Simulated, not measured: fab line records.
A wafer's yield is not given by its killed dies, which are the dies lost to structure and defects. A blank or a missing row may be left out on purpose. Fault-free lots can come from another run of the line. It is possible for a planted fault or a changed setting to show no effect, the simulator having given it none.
2 desks, one fault + flow nandHarc + numbers are kept per desk, each desk with only its own; the story behind them comes last

== METROLOGY DESK ==
What the gauges read for every lot (on any tool): the sampled wafers with a number, averaged. The brackets show how far a lot's mean lies from the usual mean; more than 4 standard deviations puts the lot out of limits, marked OUT.
Columns: A = thkNm at NHARC_A_BONDPAD_THK_MEAS_20, usual 169.5 nm
| lot  | first seen here | A     |
|------|-----------------|-------|
| L396 | day 23 19:26    | 169.4 |
| L397 | day 23 21:20    | 168.2 |
| L395 | day 23 23:58    | 170.1 |
| L404 | day 27 03:47    | 169.2 |
| L406 | day 27 18:08    | 169.8 |
| L407 | day 27 23:11    | 170.9 |
| L410 | day 28 23:07    | 169.7 |
| L408 | day 29 02:53    | 168.1 |
| L411 | day 30 02:07    | 170.1 |
| L413 | day 30 03:36    | 169.7 |
| L418 | day 32 20:28    | 169.7 |
| L417 | day 33 05:17    | 168.4 |
| L416 | day 33 09:41    | 170.3 |
Finding of this desk: none of the 13 lots has anything out of limits.

== FOR THE TOOL OWNER'S DESK: pvdSputter-01 ==
The tool's own readings at NHARC_A_M0_PVD_21 (deposits Cu, target thk 30 nm, time 20.49 s): means of the sampled wafers that have a number, for each lot that ran on this tool. The brackets show how far a lot's mean lies from the usual mean; more than 4 standard deviations puts the lot out of limits, marked OUT.
Columns: A = throttleValvePct at NHARC_A_M0_PVD_21, usual 29.3 %
| lot  | first seen here | A    |
|------|-----------------|------|
| L397 | day 23 11:34    | 29.7 |
| L406 | day 27 08:18    | 29.5 |
| L407 | day 27 13:07    | 29.8 |
Finding of this desk: none of the 3 lots has anything out of limits.

== PUT TOGETHER ==
From the metrology desk's view, nothing was out of limits.
Nothing out of limits was seen by the tool owner's desk.

== WHAT THE SIMULATOR HAD INSERTED ==
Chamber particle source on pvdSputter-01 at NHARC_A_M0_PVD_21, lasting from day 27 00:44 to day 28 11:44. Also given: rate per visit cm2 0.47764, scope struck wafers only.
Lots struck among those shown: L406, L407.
